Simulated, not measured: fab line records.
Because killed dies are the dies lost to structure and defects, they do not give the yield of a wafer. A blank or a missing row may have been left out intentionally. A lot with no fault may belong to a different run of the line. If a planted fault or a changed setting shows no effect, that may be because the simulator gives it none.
One fault through the eyes of 2 desks / flow n5-finfet / what lay behind the numbers comes last; until then each desk has only its own

## AT THE METROLOGY DESK
Lot by lot, what the gauges showed, no matter which tool ran the lot: averages of those sampled wafers that carry a number. Marked OUT: a lot whose mean sits more than 4 standard deviations from the usual mean, which makes it out of limits; the brackets give that distance.
Columns: A = M12_ILD_THK at N5_BEOL_M12_THK_MEAS_01, usual 660 nm
lot=L219; first seen here=day 12 11:41; A=664
lot=L234; first seen here=day 16 13:23; A=664
lot=L232; first seen here=day 16 22:33; A=787 (+15) OUT
lot=L233; first seen here=day 16 23:22; A=800 (+17) OUT
Per this desk, out of limits: L232, L233; the first was L232, day 16 22:33 (M12_ILD_THK at N5_BEOL_M12_THK_MEAS_01). L219, L234 stayed within limits.

## TOOL OWNER'S DESK, pecvd-03
The tool's own readings at N5_BEOL_M12_ILD_DEP_00 (deposits SiOC from DEMS/O2, target thk 658.92 nm, time 130.7 s): means of the sampled wafers that have a number, for each lot that ran on this tool. Marked OUT: a lot whose mean sits more than 4 standard deviations from the usual mean, which makes it out of limits; the brackets give that distance.
Columns: A = heater-power-w at N5_BEOL_M12_ILD_DEP_00, usual 470 W; B = showerhead-plenum-p-Torr at N5_BEOL_M12_ILD_DEP_00, usual 5.693 Torr; C = throttle-valve-pct at N5_BEOL_M12_ILD_DEP_00, usual 11.9 %
lot=L219; first seen here=day 12 11:34; A=468; B=5.688; C=11.6
lot=L232; first seen here=day 16 22:25; A=466; B=5.710; C=12.8
lot=L233; first seen here=day 16 23:14; A=438; B=5.700; C=12.8
This desk found nothing out of limits on any of the 3 lots.

## ALL TOGETHER
Metrology desk: alarm possible at day 16 22:33 on L232, L233.
The tool owner's desk saw nothing out of limits.
On record at the tool owner's desk: L232, L233, within its limits.
Every lot named ran N5_BEOL_M12_ILD_DEP_00 on pecvd-03.

## WHAT THE SIMULATOR HAD INSERTED
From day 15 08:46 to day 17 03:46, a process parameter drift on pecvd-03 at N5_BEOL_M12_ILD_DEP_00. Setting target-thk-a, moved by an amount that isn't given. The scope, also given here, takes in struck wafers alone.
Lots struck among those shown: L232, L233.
Per desk, hours elapsed from the start of the fault to the first reading out of limits: for the metrology desk, 38.
